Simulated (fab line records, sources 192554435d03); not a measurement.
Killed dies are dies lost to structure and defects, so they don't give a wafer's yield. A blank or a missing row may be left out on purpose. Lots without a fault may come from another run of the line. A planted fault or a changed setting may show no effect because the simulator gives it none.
fab line records | flow n5_finfet
record lots=7 wafers=21
route steps=1938 shown BEOL_M2@890 BEOL_M3@977 BEOL_M5@1160 BEOL_M6@1230 BEOL_M7@1305
start_h: hours from the record's first day to the start of the lot's first wafer shown | wait_h: hours since the lot's step before | " the same as in the row above | L1.1+2: a row that stands for several wafers | - no value, or no start given | * or withheld: withheld | < > ~ a bound
route shown NAME@n: a module of which the file shows steps, and the number in the route of the first | usual: mean/standard deviation of fault-free wafers | same: alike in all rows | chamber/n: place in a boat | sites: the reading at each site | _std_site: their standard deviation | _edge_site: outer sites' mean less inner sites' | radius_mm: how far each site lies from the wafer's centre | mask NAME#n: copy n | behind: the tool/chamber that last shaped the wafer | hold: why the lot was held/for how many hours/how that ended | device: the transistor (n, p or np) that didn't switch | end of line: the same wafers' tests at the end of the route | a step without rows: its recipe alone | killed: dies lost to structure and defects at the first sort, not the wafer's yield | map: a wafer's dies, x killed, . not, _ none there
set.NAME: the setting as run; set.NAME@STEP: as run at that earlier step | model.NAME: the simulator's own value behind a step, which no gauge read
lots whose settings were changed on purpose; a table a step, a row a wafer
## steps
# step N5_BEOL_M2_TRENCH_ETCH_37
# recipe chemistry=C4F6/O2 target_depth_a=555.55 target=SiOC time_s=29.2 ion_energy_ev=250 pressure_mtorr=30 source_w=355 bias_w=185 Ar_flow_sccm=300 C4F6_flow_sccm=10 O2_flow_sccm=10
# columns lot.wafer tool chamber start_h wait_h set.time_s model.BEOL_M2.feature_depth_nm model.etch.depth_nm
L074.2 rie_diel-01 1 - - 29.2 55 55.04
L074.4 " 2 " " 29.2 54.8 54.79
L074.6 " 2 " " 29.2 54.8 54.82
L076.1 rie_diel-05 0 - - 29.2 54.8 54.73
L076.4 " 0 " " 29.2 54.6 54.63
L076.6 " 3 " " 29.2 55.4 55.45
L080.1 rie_diel-05 1 - - 29.2 55.4 55.4
L080.4 " 0 " " 29.2 54.8 54.78
L080.5 " 0 " " 31.02 58.4 58.35
L083.1 rie_diel-05 2 - - 29.2 54.8 54.82
L083.3 " 0 " " 27.07 50.6 50.64
L083.5 " 1 " " 27.07 51.6 51.59
L089.1+5 rie_diel-01 1 - - 29.2 54.6 54.57
L089.3 " 0 " " 30.95 58.8 58.7
L097.1 rie_diel-01 0 - - 29.2 55.6 55.65
L097.2 " 2 " " 29.2 56.6 56.55
L097.5 " 3 " " 29.2 55.6 55.5
L096.3 rie_diel-05 0 - - 29.2 55 55.02
L096.5 " 0 " " 29.2 55.2 55.16
L096.6 " 3 " " 32.99 62.6 62.56
# step N5_BEOL_M2_ETCH_41
# recipe chemistry=CH3F/O2 target=SiCN target_depth_a=299 taper_deg=2 time_s=52.5 ion_energy_ev=120 mask_material=TiN pressure_mtorr=30 source_w=395 bias_w=75 Ar_flow_sccm=150 CH3F_flow_sccm=30 O2_flow_sccm=20
# step N5_BEOL_M2_STRIP_97
# recipe chemistry=N2/H2 time_s=10 power_w=450 temp_c=40 pressure_mtorr=20 rf_frequency_hz=6e+07 bias_power_w=7 n2_flow_sccm=200 h2_flow_sccm=200
# step N5_BEOL_M2_OCD_MEAS_38
# usual trench_depth_nm=55.5/0.69
# columns lot.wafer tool chamber start_h wait_h set.time_s@BEOL_M2_TRENCH_ETCH_37 trench_depth_nm
L074.2 ocd-02 - 149.15 - 29.2 55.2
L074.4 " - " " 29.2 54.8
L074.6 " - " " 29.2 55.1
L076.1 ocd-02 - 159.73 - 29.2 54.9
L076.4 " - " " 29.2 54.5
L076.6 " - " " 29.2 55.9
L080.1 ocd-02 - 187.54 - 29.2 55.5
L080.4 " - " " 29.2 54.9
L080.5 " - " " 31.02 58.7
L083.1 ocd-02 - 204.69 - 29.2 55.0
L083.3 " - " " 27.07 50.6
L083.5 " - " " 27.07 51.6
L089.1 ocd-02 - 247.35 - 29.2 54.8
L089.3 " - " " 30.95 58.8
L089.5 " - " " 29.2 54.6
L097.1 ocd-02 - 304.33 - 29.2 55.2
L097.2 " - " " 29.2 56.9
L097.5 " - " " 29.2 55.4
L096.3 ocd-01 - 308.00 - 29.2 55.0
L096.5 " - " " 29.2 55.7
L096.6 " - " " 32.99 62.7
# step N5_BEOL_M2_HM_STRIP_39
# recipe chemistry=peroxide_tin_strip material=TiN target_depth_a=250 temp_c=50 time_s=158
# step N5_BEOL_M2_SRD_40
# recipe time_s=30 temp_c=23 rinse_liquid=diw dry=ipa_marangoni
# step N5_BEOL_M2_ECD_50
# recipe material=Cu target_thk_a=3000
# step N5_BEOL_M2_ANNEAL_51
# recipe temp_c=225 time_s=90 ambient=N2
# step N5_BEOL_M2_CMP_52
# recipe stop_on=SiOC t_overpolish_s=6.8 down_force_psi=1 platen_rpm=50 clearing_platen_down_force_psi=1.5 clearing_platen_rpm=50 post_cmp_clean=cu_alkaline target_thk_nm=40 clearing_platen_pad_velocity_m_s=0.99484 pad_velocity_m_s=0.99484
# columns lot.wafer tool chamber start_h wait_h set.time_s@BEOL_M2_TRENCH_ETCH_37 model.Cu_of_BEOL_M2_ECD_50.thk_nm
L074.2 cmp-02 2 153.30 0.3 29.2 39.8
L074.4 " 3 " " 29.2 39.6
L074.6 " 0 " " 29.2 39.2
L076.1+6 cmp-01 2 163.46 0.3 29.2 39.2
L076.4 " 1 " " 29.2 40.2
L080.1+4 cmp-01 2,3 192.52 0.3 29.2 39
L080.5 " 3 " " 31.02 42.4
L083.3 cmp-03 1 208.96 0.2 27.07 34.2
L083.1 " 2 " " 29.2 39
L083.5 " 0 " " 27.07 34
L089.3 cmp-02 1 250.72 0.3 30.95 44.4
L089.1+5 " 2,0 " " 29.2 39.2
L097.2 cmp-03 0 308.73 0.2 29.2 40.6
L097.1+5 " 1,0 " " 29.2 40.4
L096.3+5 cmp-02 0,3 313.19 0.2 29.2 39.6
L096.6 " 2 " " 32.99 46.4
# step N5_BEOL_M2_THK_MEAS_53
# recipe thk_meas_gauge=xrf reads=Cu_of_BEOL_M2_ECD_50
# usual M2_THK=39.7/1.3
# columns lot.wafer tool chamber start_h wait_h set.time_s@BEOL_M2_TRENCH_ETCH_37 M2_THK[nm]
L074.2 film_metro-02 - 153.52 - 29.2 39.5
L074.4 " - " " 29.2 39.4
L074.6 " - " " 29.2 39.0
L076.1 film_metro-02 - 163.75 - 29.2 38.7
L076.4 " - " " 29.2 39.8
L076.6 " - " " 29.2 38.5
L080.1 film_metro-02 - 192.82 - 29.2 38.7
L080.4 " - " " 29.2 38.8
L080.5 " - " " 31.02 42.2
L083.1 film_metro-02 - 209.18 - 29.2 38.5
L083.3 " - " " 27.07 33.6
L083.5 " - " " 27.07 33.6
L089.1 film_metro-01 - 250.98 - 29.2 38.6
L089.3 " - " " 30.95 43.9
L089.5 " - " " 29.2 38.8
L097.1 film_metro-02 - 308.99 - 29.2 39.6
L097.2 " - " " 29.2 40.1
L097.5 " - " " 29.2 39.8
L096.3 film_metro-02 - 313.41 - 29.2 39.3
L096.5 " - " " 29.2 39.3
L096.6 " - " " 32.99 45.9
# step N5_BEOL_M2_PRE_CLEAN_60
# recipe gas=NH3/H2 time_s=15 temp_c=* rf_power_w=300
# step N5_BEOL_M2_CO_CAP_55
# recipe material=Co target_thk_a=20 temp_c=200 precursor=CCTBA/H2 pressure_torr=30 time_s=102.1
# step N5_BEOL_M2_PRE_CLEAN_56
# recipe gas=NH3 time_s=15 temp_c=withheld rf_power_w=300
# step N5_BEOL_M2_DEP_57
# recipe material=SiCN target_thk_a=80 temp_c=withheld precursor=3MS/NH3 pressure_torr=3 rf_w=202 time_s=14
# step N5_BEOL_M2_RS_MEAS_58
# recipe thk_meas_gauge=four-point-probe reads=Co_of_BEOL_M2_CO_CAP_55+Cu_of_BEOL_M2_ECD_50+Co_of_BEOL_M2_CVD_47+TaN_of_BEOL_M2_ALD_84
# usual M2_RS=0.666/0.026
# columns lot.wafer tool chamber start_h wait_h set.time_s@BEOL_M2_TRENCH_ETCH_37 M2_RS[ohm/sq]
L074.2 film_metro-02 - 153.79 0.1 29.2 0.669
L074.4 " - " " 29.2 0.674
L074.6 " - " " 29.2 0.684
L076.1 film_metro-01 - 164.07 0.0 29.2 0.685
L076.4 " - " " 29.2 0.666
L076.6 " - " " 29.2 0.686
L080.1 film_metro-02 - 193.08 0.0 29.2 0.689
L080.4 " - " " 29.2 0.692
L080.5 " - " " 31.02 0.620
L083.1 film_metro-01 - 209.44 0.0 29.2 0.690
L083.3 " - " " 27.07 0.818
L083.5 " - " " 27.07 0.827
L089.1 film_metro-01 - 251.24 0.0 29.2 0.687
L089.3 " - " " 30.95 0.583
L089.5 " - " " 29.2 0.688
L097.1 film_metro-02 - 309.34 0.0 29.2 0.659
L097.2 " - " " 29.2 0.657
L097.5 " - " " 29.2 0.661
L096.3 film_metro-01 - 313.67 0.1 29.2 0.676
L096.5 " - " " 29.2 0.676
L096.6 " - " " 32.99 0.553
# step N5_BEOL_M3_VIA_ETCH_34
# recipe chemistry=C4F6/O2 target_depth_a=694 mask_material=SOC pressure_mtorr=15 ion_energy_ev=250 taper_deg=4 time_s=65.9 source_w=350 bias_w=170 Ar_flow_sccm=300 C4F6_flow_sccm=10 O2_flow_sccm=10
# usual rf_vpp_V=664/6.2
# columns lot.wafer tool chamber start_h wait_h set.bias_w rf_vpp_V model.etch.depth_nm
L074.2 rie_diel-03 0 168.90 0.0 170 664 68.36
L074.4 " 2 " " 170 664 67.06
L074.6 " 3 " " 170 673 68.37
L076.1 rie_diel-02 2 177.21 0.0 143.8 585 65.19
L076.4 " 1 " " 143.8 579 64.64
L076.6 " 1 " " 143.8 580 65.11
L080.1 rie_diel-02 1 197.11 0.0 139.9 565 64.17
L080.4 " 0 " " 139.9 563 65.81
L080.5 " 0 " " 139.9 564 65.49
L083.1 rie_diel-06 1 218.65 0.0 186.2 721 70.86
L083.3 " 2 " " 170 656 69.53
L083.5 " 1 " " 170 672 68.6
L089.1 rie_diel-03 1 270.44 0.0 170 673 69.91
L089.3 " 3 " " 170 671 69.23
L089.5 " 0 " " 170 664 68.17
L097.1 rie_diel-06 2 319.37 0.0 199.8 749 73.11
L097.2 " 3 " " 170 663 68.69
L097.5 " 3 " " 199.8 753 73.01
L096.3 rie_diel-02 1 319.72 0.0 170 662 69.09
L096.5 " 1 " " 158.8 628 67.82
L096.6 " 2 " " 170 668 69.17
# step N5_BEOL_M5_TRENCH_ETCH_37
# recipe chemistry=C4F6/O2 target_depth_a=716.52 target=SiCOH_lowk time_s=24.7 ion_energy_ev=250 pressure_mtorr=30 source_w=345 bias_w=185 Ar_flow_sccm=300 C4F6_flow_sccm=10 O2_flow_sccm=10
# columns lot.wafer tool chamber start_h wait_h set.time_s model.etch.depth_nm model.BEOL_M5.feature_depth_nm
L074.2 rie_diel-03 3 - - 24.7 70.94 71
L074.4 " 1 " " 24.7 71.43 71.4
L074.6 " 2 " " 24.7 69.22 69.2
L076.1 rie_diel-06 0 - - 28.22 82.17 82.2
L076.4 " 1 " " 28.22 81.84 81.8
L076.6 " 0 " " 28.22 81.8 81.8
L080.1 rie_diel-02 2 - - 24.7 71.02 71
L080.4 " 2 " " 24.7 71.36 71.4
L080.5 " 0 " " 27.68 80.47 80.4
L089.1 rie_diel-02 3 - - 24.7 71.41 71.4
L089.3 " 0 " " 24.7 71.64 71.6
L089.5 " 0 " " 24.7 71.05 71
L083.1 rie_diel-03 1 - - 22.1 65.43 65.4
L083.3 " 0 " " 24.7 70.43 70.4
L083.5 " 0 " " 24.7 70.38 70.4
L097.1 rie_diel-03 2 - - 24.7 72.61 72.6
L097.2 " 3 " " 24.7 71.87 71.8
L097.5 " 2 " " 24.7 72.75 72.8
L096.3 rie_diel-06 2 - - 27.07 78.71 78.8
L096.5 " 0 " " 24.7 72.36 72.4
L096.6 " 3 " " 27.07 78.64 78.6
# step N5_BEOL_M5_ETCH_41
# recipe chemistry=CH3F/O2 target=SiCN target_depth_a=315 taper_deg=2 time_s=56.7 ion_energy_ev=120 mask_material=TiN pressure_mtorr=30 source_w=395 bias_w=75 Ar_flow_sccm=150 CH3F_flow_sccm=30 O2_flow_sccm=20
# usual rf_vpp_V=297.5/1.7
# columns lot.wafer tool chamber start_h wait_h set.source_w rf_vpp_V
L074.2 rie_diel-03 3 - - 395 301.3
L074.4 " 1 " " 395 298.1
L074.6 " 2 " " 395 294.2
L076.1 rie_diel-06 0 - - 395 295.8
L076.4 " 1 " " 395 299.0
L076.6 " 0 " " 425.2 289.2
L080.1 rie_diel-02 2 - - 369.1 306.3
L080.4 " 2 " " 395 299.2
L080.5 " 0 " " 369.1 303.7
L089.1 rie_diel-02 3 - - 395 296.3
L089.3 " 0 " " 395 297.2
L089.5 " 0 " " 395 295.5
L083.1 rie_diel-03 1 - - 395 299.4
L083.3 " 0 " " 435.3 287.1
L083.5 " 0 " " 395 296.4
L097.1 rie_diel-03 2 - - 415.3 296.3
L097.2 " 3 " " 395 300.6
L097.5 " 2 " " 415.3 293.9
L096.3 rie_diel-06 2 - - 425 289.7
L096.5 " 0 " " 425 287.7
L096.6 " 3 " " 425 288.2
# step N5_BEOL_M5_STRIP_91
# recipe chemistry=N2/H2 time_s=10 power_w=450 temp_c=40 pressure_mtorr=20 rf_frequency_hz=6e+07 bias_power_w=7 n2_flow_sccm=200 h2_flow_sccm=200
# step N5_BEOL_M5_OCD_MEAS_38
# usual trench_depth_nm=71.6/0.99
# columns lot.wafer tool chamber start_h wait_h set.time_s@BEOL_M5_TRENCH_ETCH_37 trench_depth_nm
L074.2 ocd-01 - 191.98 - 24.7 71.3
L074.4 " - " " 24.7 71.4
L074.6 " - " " 24.7 68.7
L076.1 ocd-02 - 200.60 - 28.22 82.7
L076.4 " - " " 28.22 82.4
L076.6 " - " " 28.22 81.4
L080.1 ocd-02 - 232.30 - 24.7 70.9
L080.4 " - " " 24.7 71.7
L080.5 " - " " 27.68 80.3
L089.1 ocd-01 - 302.75 - 24.7 71.5
L089.3 " - " " 24.7 71.5
L089.5 " - " " 24.7 70.6
L083.1 ocd-01 - 307.25 - 22.1 65.1
L083.3 " - " " 24.7 70.6
L083.5 " - " " 24.7 70.5
L097.1 ocd-01 - 356.02 - 24.7 73.2
L097.2 " - " " 24.7 72.1
L097.5 " - " " 24.7 72.6
L096.3 ocd-02 - 366.08 - 27.07 78.6
L096.5 " - " " 24.7 71.8
L096.6 " - " " 27.07 78.5
# step N5_BEOL_M5_SPUTTER_83
# recipe material=Cu target_thk_a=150 temp_c=-20 chamber_pressure_pa=0.07 power_w=withheld time_s=27.62
# columns lot.wafer tool chamber start_h wait_h set.time_s
L074.2+4+6 pvd_sputter-03 - 195.31 0.5 27.62
L076.1 pvd_sputter-01 - 204.48 0.5 25.61
L076.4+6 " - " " 27.62
L080.1 pvd_sputter-03 - 236.38 0.5 27.62
L080.4+5 " - " " 24.05
L089.1+5 pvd_sputter-01 - 306.22 0.5 27.62
L089.3 " - " " 24.87
L083.1+5 pvd_sputter-03 - 310.94 0.5 29.4
L083.3 " - " " 27.62
L097.1+2 pvd_sputter-03 - 359.45 0.5 30.44
L097.5 " - " " 27.62
L096.3+6 pvd_sputter-03 - 370.04 0.5 25.98
L096.5 " - " " 27.62
# step N5_BEOL_M5_ANNEAL_84
# recipe temp_c=400 time_s=1800 ambient=vacuum
# step N5_BEOL_M5_SPUTTER_88
# recipe material=Cu target_thk_a=150 temp_c=-20 chamber_pressure_pa=0.07 power_w=withheld time_s=27.62
# step N5_BEOL_M5_PRE_CLEAN_55
# recipe gas=NH3 time_s=15 temp_c=withheld rf_power_w=300
# step N5_BEOL_M5_DEP_56
# recipe material=SiCN target_thk_a=80 temp_c=withheld precursor=3MS/NH3 pressure_torr=3 rf_w=202 time_s=14
# step N5_BEOL_M5_RS_MEAS_57
# recipe thk_meas_gauge=four-point-probe reads=Co_of_BEOL_M5_CO_CAP_78+Cu_of_BEOL_M5_ECD_50+Co_of_BEOL_M5_CVD_47+TaN_of_BEOL_M5_ALD_86
# usual M5_RS=0.389/0.01
# columns lot.wafer tool chamber start_h wait_h set.time_s@BEOL_M5_TRENCH_ETCH_37 M5_RS[ohm/sq]
L074.2 film_metro-01 - 198.79 0.1 24.7 0.388
L074.4 " - " " 24.7 0.390
L074.6 " - " " 24.7 0.406
L076.1 film_metro-02 - 207.99 0.0 28.22 0.323
L076.4 " - " " 28.22 0.315
L076.6 " - " " 28.22 0.331
L080.1 film_metro-02 - 239.61 0.0 24.7 0.394
L080.4 " - " " 24.7 0.382
L080.5 " - " " 27.68 0.324
L089.1 film_metro-02 - 309.47 0.0 24.7 0.404
L089.3 " - " " 24.7 0.399
L089.5 " - " " 24.7 0.398
L083.1 film_metro-02 - 314.27 0.0 22.1 0.451
L083.3 " - " " 24.7 0.396
L083.5 " - " " 24.7 0.408
L097.1 film_metro-02 - 362.68 0.0 24.7 0.371
L097.2 " - " " 24.7 0.382
L097.5 " - " " 24.7 0.370
L096.3 film_metro-01 - 373.27 0.1 27.07 0.336
L096.5 " - " " 24.7 0.375
L096.6 " - " " 27.07 0.343
# step N5_BEOL_M6_DESCUM_33
# recipe chemistry=O2 time_s=7 source_power_w=50 bias_power_w=20 pressure_mtorr=20 rf_frequency_hz=2.712e+07 temp_c=40 resist=CAR-EUV o2_flow_sccm=225
# columns lot.wafer tool chamber start_h wait_h set.time_s model.CAR-EUV_of_BEOL_M6_COAT_22.thk_nm
L074.2+4+6 rie_diel-05 2,3,2 203.78 0.0 7 26
L076.1 rie_diel-05 3 214.46 0.3 7 25.8
L076.4+6 " 0,1 " " 5.881 26.4
L080.1+4+5 rie_diel-04 1,3,2 245.93 0.7 5.612 26.6
L089.1 rie_diel-05 1 315.79 0.0 8.299 25.4
L089.3+5 " 0,3 " " 7 26
L083.1 rie_diel-01 1 318.69 0.0 7 26.2
L083.3 " 0 " " 7 26
L083.5 " 1 " " 7.991 25.8
L097.1+2+5 rie_diel-01 1,2,2 368.15 0.0 7 26
L096.3+6 rie_diel-01 3,0 378.10 0.0 7 26
L096.5 " 1 " " 7.59 25.6
# step N5_BEOL_M6_ETCH_66
# recipe chemistry=N2/H2 target=SOC target_depth_a=800 overetch_a=160 mask_material=SiARC temp_c=40 time_s=120 ion_energy_ev=200 pressure_mtorr=30 source_w=840 bias_w=150 n2_flow_sccm=200 h2_flow_sccm=200
# usual rf_vpp_V=524.0/2.1
# columns lot.wafer tool chamber start_h wait_h set.bias_w rf_vpp_V model.SiARC_of_BEOL_M6_COAT_64.thk_nm
L074.2 rie_diel-05 2 203.86 0.0 150 526.8 6.4
L074.4 " 3 " " 150 521.3 6.4
L074.6 " 2 " " 150 526.8 6.4
L076.1 rie_diel-05 3 214.54 0.0 150 521.0 6.4
L076.4 " 0 " " 150 527.2 6.4
L076.6 " 1 " " 150 524.2 6.4
L080.1 rie_diel-04 1 246.01 0.0 176 578.0 5.2
L080.4 " 3 " " 150 525.7 6.2
L080.5 " 2 " " 150 524.9 6.6
L089.1 rie_diel-05 1 315.87 0.0 130.1 477.0 7.6
L089.3 " 0 " " 130.1 480.9 7.4
L089.5 " 3 " " 150 522.5 6.4
L083.1 rie_diel-01 1 318.77 0.0 150 522.4 6.4
L083.3 " 0 " " 150 520.0 6.4
L083.5 " 1 " " 150 522.9 6.6
L097.1 rie_diel-01 1 368.23 0.0 150 521.8 6.4
L097.2 " 2 " " 137.1 495.0 6.8
L097.5 " 2 " " 150 524.1 6.2
L096.3 rie_diel-01 3 378.18 0.0 168.8 564.5 5.6
L096.5 " 1 " " 168.8 564.3 5.6
L096.6 " 0 " " 168.8 561.7 5.6
# step N5_BEOL_M7_VIA_ETCH_34
# recipe chemistry=C4F6/O2 target=SiCOH_lowk target_depth_a=1255 mask_material=SOC taper_deg=4 time_s=50.5 ion_energy_ev=250 pressure_mtorr=30 source_w=345 bias_w=185 Ar_flow_sccm=300 C4F6_flow_sccm=10 O2_flow_sccm=10
# columns lot.wafer tool chamber start_h wait_h set.time_s model.etch.depth_nm model.SOC_of_BEOL_M7_COAT_63.thk_nm
L074.2 rie_diel-06 3 210.96 0.0 50.5 124.3 54.2
L074.4+6 " 2,1 " " 50.5 125 54.2
L076.1 rie_diel-06 3 225.04 0.0 50.5 125.6 54.4
L076.4 " 2 " " 50.5 125.7 53.8
L076.6 " 1 " " 50.5 124.2 53.8
L080.1 rie_diel-06 0 255.12 0.0 50.5 126 53.8
L080.4 " 2 " " 50.5 126.2 53.8
L080.5 " 1 " " 50.5 125.8 53.8
L089.1 rie_diel-03 3 324.83 0.0 50.5 122.5 54.2
L089.3 " 2 " " 43.22 107.6 55
L089.5 " 1 " " 43.22 108.8 54.6
L083.1 rie_diel-06 3 330.30 0.0 39.2 96.93 55.2
L083.3 " 1 " " 39.2 96.74 55
L083.5 " 0 " " 39.2 97.84 55.2
L097.1 rie_diel-02 0 375.50 0.0 50.5 124.9 54
L097.2 " 1 " " 50.5 123.6 54
L097.5 " 0 " " 60.32 149 52.8
L096.3 rie_diel-03 3 390.45 0.0 44.68 111.1 54.8
L096.5 " 2 " " 50.5 126.9 53.8
L096.6 " 0 " " 50.5 123.9 54.2
## key
split step=N5_BEOL_M2_TRENCH_ETCH_37 setting=time_s stated=29.2 by=wafer
response step=N5_BEOL_M2_TRENCH_ETCH_37 reading=model.BEOL_M2.feature_depth_nm change=+0.574 per=1% r=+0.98
response step=N5_BEOL_M2_TRENCH_ETCH_37 reading=model.etch.depth_nm change=+0.57 per=1% r=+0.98
response step=N5_BEOL_M2_OCD_MEAS_38 reading=trench_depth_nm change=+0.576 per=1% r=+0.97
response step=N5_BEOL_M2_CMP_52 reading=model.Cu_of_BEOL_M2_ECD_50.thk_nm change=+0.595 per=1% r=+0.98
response step=N5_BEOL_M2_THK_MEAS_53 reading=M2_THK change=+0.586 per=1% r=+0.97
response step=N5_BEOL_M2_RS_MEAS_58 reading=M2_RS change=-0.0122 per=1% r=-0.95
split step=N5_BEOL_M3_VIA_ETCH_34 setting=bias_w stated=170 by=wafer
response step=N5_BEOL_M3_VIA_ETCH_34 reading=rf_vpp_V change=+5.27 per=1% r=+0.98
response step=N5_BEOL_M3_VIA_ETCH_34 reading=model.etch.depth_nm change=+0.232 per=1% r=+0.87
split step=N5_BEOL_M5_TRENCH_ETCH_37 setting=time_s stated=24.7 by=wafer
response step=N5_BEOL_M5_TRENCH_ETCH_37 reading=model.etch.depth_nm change=+0.646 per=1% r=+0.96
response step=N5_BEOL_M5_TRENCH_ETCH_37 reading=model.BEOL_M5.feature_depth_nm change=+0.643 per=1% r=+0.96
response step=N5_BEOL_M5_OCD_MEAS_38 reading=trench_depth_nm change=+0.665 per=1% r=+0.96
response step=N5_BEOL_M5_RS_MEAS_57 reading=M5_RS change=-0.00469 per=1% r=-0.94
split step=N5_BEOL_M5_ETCH_41 setting=source_w stated=395 by=wafer
response step=N5_BEOL_M5_ETCH_41 reading=rf_vpp_V change=-1.03 per=1% r=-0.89
split step=N5_BEOL_M5_SPUTTER_83 setting=time_s stated=27.62 by=wafer
response none clear
split step=N5_BEOL_M6_DESCUM_33 setting=time_s stated=7 by=wafer
response step=N5_BEOL_M6_DESCUM_33 reading=model.CAR-EUV_of_BEOL_M6_COAT_22.thk_nm change=-0.0325 per=1% r=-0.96
split step=N5_BEOL_M6_ETCH_66 setting=bias_w stated=150 by=wafer
response step=N5_BEOL_M6_ETCH_66 reading=rf_vpp_V change=+3.15 per=1% r=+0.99
response step=N5_BEOL_M6_ETCH_66 reading=model.SiARC_of_BEOL_M6_COAT_64.thk_nm change=-0.0721 per=1% r=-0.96
split step=N5_BEOL_M7_VIA_ETCH_34 setting=time_s stated=50.5 by=wafer
response step=N5_BEOL_M7_VIA_ETCH_34 reading=model.etch.depth_nm change=+1.19 per=1% r=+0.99
response step=N5_BEOL_M7_VIA_ETCH_34 reading=model.SOC_of_BEOL_M7_COAT_63.thk_nm change=-0.0573 per=1% r=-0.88
